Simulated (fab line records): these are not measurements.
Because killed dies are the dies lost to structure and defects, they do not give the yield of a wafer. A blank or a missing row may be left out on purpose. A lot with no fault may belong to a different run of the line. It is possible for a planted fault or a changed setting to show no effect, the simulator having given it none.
Which tool did it?    flow n5_finfet    9 lots, 25 wafers sampled, at 4 steps of a route of 1938

## WHAT THE GAUGES SHOWED, per wafer
N5_BEOL_M12_OCD_MEAS_35.
lot   measured      on      trench_depth_nm (nm)
L303  day 11 17:05  ocd-01  319 327 327
L304  day 12 16:13  ocd-02  326 327 325
L310  day 13 13:29  ocd-02  314 238
L309  day 13 18:05  ocd-01  242 312
L318  day 16 20:03  ocd-01  314 325 317
L321  day 17 00:02  ocd-02  324 314 317
L320  day 17 09:11  ocd-02  318 329 324
L324  day 18 06:09  ocd-02  325 310 323
L322  day 18 06:55  ocd-01  316 316 317

## TOOL THAT RAN EACH LOT (tool first, then ch and the chambers of the sampled wafers, then the start)
lot   N5_BEOL_M12_ETCH_59                 N5_BEOL_M12_ETCH_68                 N5_BEOL_M12_TRENCH_ETCH_34
L303  rie_diel-06 ch 1,2, day 11 15:34    rie_diel-06 ch 0,1, day 11 16:44    rie_diel-06 ch 0,1, day 11 16:56
L304  rie_diel-06 ch 0,2, day 12 14:31    rie_diel-04 ch 0,1,3, day 12 15:53  rie_diel-04 ch 0,1,3, day 12 16:04
L310  rie_diel-06 ch 2,3, day 13 11:05    rie_diel-06 ch 1,2, day 13 13:13    rie_diel-06 ch 1,2, day 13 13:23
L309  rie_diel-06 ch 1,3, day 13 15:41    rie_diel-06 ch 0,2, day 13 17:45    rie_diel-06 ch 0,2, day 13 17:56
L318  rie_diel-06 ch 0,1,2, day 16 18:39  rie_diel-06 ch 0,1,2, day 16 19:43  rie_diel-06 ch 0,1,2, day 16 19:53
L321  rie_diel-04 ch 0,2,3, day 16 22:31  rie_diel-06 ch 0,1,3, day 16 23:42  rie_diel-06 ch 0,1,3, day 16 23:53
L320  rie_diel-05 ch 1,2, day 17 07:47    rie_diel-04 ch 0,2,3, day 17 08:50  rie_diel-04 ch 0,2,3, day 17 09:01
L324  rie_diel-04 ch 0,3, day 18 04:45    rie_diel-06 ch 0,1, day 18 05:49    rie_diel-06 ch 0,1, day 18 05:59
L322  rie_diel-06 ch 0,1,3, day 18 05:09  rie_diel-06 ch 1,2,3, day 18 06:35  rie_diel-06 ch 1,2,3, day 18 06:46
- N5_BEOL_M12_ETCH_59: etches BARC in N2/H2, target depth 89 nm, overetch 26.7 nm, time 67.9 s.
- N5_BEOL_M12_ETCH_68: etches SOC in N2/H2, time 285 s.
- N5_BEOL_M12_TRENCH_ETCH_34: etches SiOC in C4F8/O2/Ar, target depth 318.95 nm, time 125.5 s.

## THE ANSWER, worked out from the rows above alone
Rule: the lots themselves supply what counts as usual. Put in order of their means at a reading, lots are off if they are a third of the lots or fewer, leave a main group of 4 or more, and stand apart from it by a gap of 3 or more times the standard deviation of the main group's means; of several such gaps the widest counts. If all means in a main group match to the digits the tables above print for the reading, that group is not used. Also off: a lot with no number at a reading for which 4 or more lots have one. All remaining lots with rows at the step are treated as sound.
Off, at N5_BEOL_M12_OCD_MEAS_35 on trench_depth_nm: L310, L309. Mean 321 nm and standard deviation 3.4 in the main group.
A tool fits if, at a process step before that reading, it ran every lot that is off, and no sound lot after the first of them. The gauges at N5_BEOL_M12_OCD_MEAS_35 are tried like those tools. Not one of the candidates tried fits.

## WHAT THE SIMULATOR PUT IN
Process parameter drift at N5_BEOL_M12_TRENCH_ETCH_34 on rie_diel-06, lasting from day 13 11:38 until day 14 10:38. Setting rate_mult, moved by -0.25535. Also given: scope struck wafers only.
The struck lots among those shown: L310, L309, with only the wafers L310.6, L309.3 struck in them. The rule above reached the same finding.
